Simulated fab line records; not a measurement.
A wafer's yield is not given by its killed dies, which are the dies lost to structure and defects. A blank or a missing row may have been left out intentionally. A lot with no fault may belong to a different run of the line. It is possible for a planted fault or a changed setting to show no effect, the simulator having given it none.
Chamber matching -- flow nandHarc -- aldHk-04 running NHARC_A_CHANNEL_FILL_D1_ALD_16: 4 sister chambers
The step deposits SiO2, target thk 1.5 nm, pulse time 10 s, ald cycles 15. 4 wafers are shown with their chamber, then 11 later ones without.

## WAFERS PAIRED WITH THEIR CHAMBERS
wafer,chamber,heaterPowerOuterW (W)
L092.3,1,263
L092.5,3,289
L092.6,0,255
L093.2,2,251

## WAFERS WITHOUT THEIR CHAMBER
wafer,heaterPowerOuterW (W)
L093.3,250
L093.4,263
L096.3,290
L096.4,259
L096.6,267
L097.2,294
L097.4,259
L097.5,251
L095.2,260
L095.3,285
L095.5,256

## EACH ONE'S CHAMBER
wafer,from the rows above,in truth
L093.3,can't be placed: 2 or 0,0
L093.4,1,1
L096.3,3,3
L096.4,can't be placed: 0 or 1 or 2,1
L096.6,1,1
L097.2,3,3
L097.4,can't be placed: 0 or 1 or 2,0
L097.5,can't be placed: 2 or 0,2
L095.2,can't be placed: 1 or 0 or 2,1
L095.3,3,3
L095.5,can't be placed: 0 or 2 or 1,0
Placed correctly: 5 of 11. Not placeable from these rows: 6 (in 6, the candidates include the true chamber). Wrongly placed: 0.
How it was worked out, from the rows above alone: a wafer's distance from a chamber is the root of the sum, over the readings, of the square of ((its reading less the chamber's mean) divided by the reading's scatter). If the next closest chamber is less than 2 further off than the closest, the wafer can't be placed; otherwise it belongs to the closest. A chamber's mean is the mean of its shown wafers. The scatter: with one shown wafer a chamber, the root of the mean of the squares of how far each hidden wafer lies from its nearest shown one.
